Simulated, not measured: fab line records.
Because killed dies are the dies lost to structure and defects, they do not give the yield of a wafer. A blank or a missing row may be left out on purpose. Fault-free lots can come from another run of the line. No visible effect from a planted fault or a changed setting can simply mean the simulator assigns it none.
Code-filled problem report in 8D (eight disciplines) form + flow nand-harc + the parts of the form that need people (team, actions taken, sign-off) are left out

== 1. THE PROBLEM ==
Mean of cd-nm at NHARC_A_CHANNEL_HOLE_D2_CD_MEAS_10: 94.1 nm across 9 wafers in 3 lots; on wafers with no fault it is 99.9 nm (standard deviation 0.53). That puts it -11 standard deviations away from the usual mean.
The step: target cd 100 nm.
The first sign was on wafer L746.1 at day 15 22:19, on cd-sem-02. Wafers with a number at this step in the record: 27, from 9 lots. Rule for "out", or "out of limits": more than 4 standard deviations from the usual mean. The other wafers with a number count as sound.

== 2. WHAT IT IS AND WHAT IT IS NOT ==
| question                    | is                     | is not                                                                                      |
|-----------------------------|------------------------|---------------------------------------------------------------------------------------------|
| which readings at this step | cd-nm                  | -                                                                                           |
| which lots                  | L746, L750, L751       | L743, L756, L757, L758, L760, L761                                                          |
| which wafers of those lots  | all that have a number | -                                                                                           |
| read on which gauges        | cd-sem-01, cd-sem-02   | cd-sem-03                                                                                   |
| when                        | from day 15 22:19      | up to then (3 sound wafers); but 15 sound wafers of L756, L757, L758, L760, L761 came after |

== 3. THE SUSPECTS, EACH WITH WHAT RULES IT OUT ==
Counting: any tool at a process step up to the reading is kept as a suspect provided that every lot that is out went through it and no sound lot did after the first of them.
- the gauge at NHARC_A_CHANNEL_HOLE_D2_CD_MEAS_10 has been ruled out. Those wafers that are out were read across 2 gauges (cd-sem-01, cd-sem-02).
- litho-track-04 at NHARC_A_CHANNEL_HOLE_D2_PEB_08 (peb time 65 s): ruled out as a lasting fault. Sound lots L756, L757, L760, L761 ran on it after its first lot that is out, L746 (day 15 22:14).
Left after counting: nothing in the record.

== 4. THE CAUSE (what the simulator had put in) ==
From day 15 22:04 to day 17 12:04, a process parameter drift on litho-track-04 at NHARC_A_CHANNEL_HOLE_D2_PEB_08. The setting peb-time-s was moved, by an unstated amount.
It was ruled out by counting, in error; the rule expects a fault to strike all lots run on its tool from its start on, and this fault did not.

== 5. THE CHAIN OF EFFECTS, in route order ==
Each row: a reading whose mean over the struck wafers that have a number lies more than 3 standard deviations from the usual. Readings are gone through only where the record gives a usual standard deviation; hours: the median, over the lots, of the time from a lot's start at the first step in this table giving one to that lot's start at this step; sigmas: the change measured in usual standard deviations.
| hours | step                               | reading              | usual   | on struck wafers | change | sigmas |
|-------|------------------------------------|----------------------|---------|------------------|--------|--------|
| 0     | NHARC_A_CHANNEL_HOLE_D2_PEB_08     | heater-power-total-W | 156.6 W | 174.6            | +18.0  | +44    |
| 0     | NHARC_A_CHANNEL_HOLE_D2_CD_MEAS_10 | cd-nm                | 99.9 nm | 94.1             | -5.8   | -11    |
| 16    | NHARC_A_CHANNEL_HOLE_D2_CD_MEAS_31 | cd-nm                | 89.5 nm | 83.7             | -5.8   | -4.4   |
| 20    | NHARC_A_CHANNEL_HOLE_D2_XSEM_32    | bot-cd-nm            | 74.1 nm | 68.3             | -5.8   | -3.9   |
Here are the process steps it includes:
- NHARC_A_CHANNEL_HOLE_D2_PEB_08: peb time 65 s.
- NHARC_A_CHANNEL_HOLE_D2_XSEM_32
At these later measuring or inspecting steps, every struck wafer for which the step has a row has a number for every such reading, and none has moved that far: NHARC_A_CHANNEL_HOLE_D2_CD_MEAS_18, NHARC_END_SORT_01.

== 6. WHAT WOULD HAVE CAUGHT IT SOONER ==
In this record the first reading out of limits at a measuring or inspecting step was taken at day 15 22:19, 0 hours after the fault began at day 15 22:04.
Tool's own readings at NHARC_A_CHANNEL_HOLE_D2_PEB_08, heater-power-total-W: out on all struck wafers the step has rows for; an alarm limit on them would have tripped on the first.
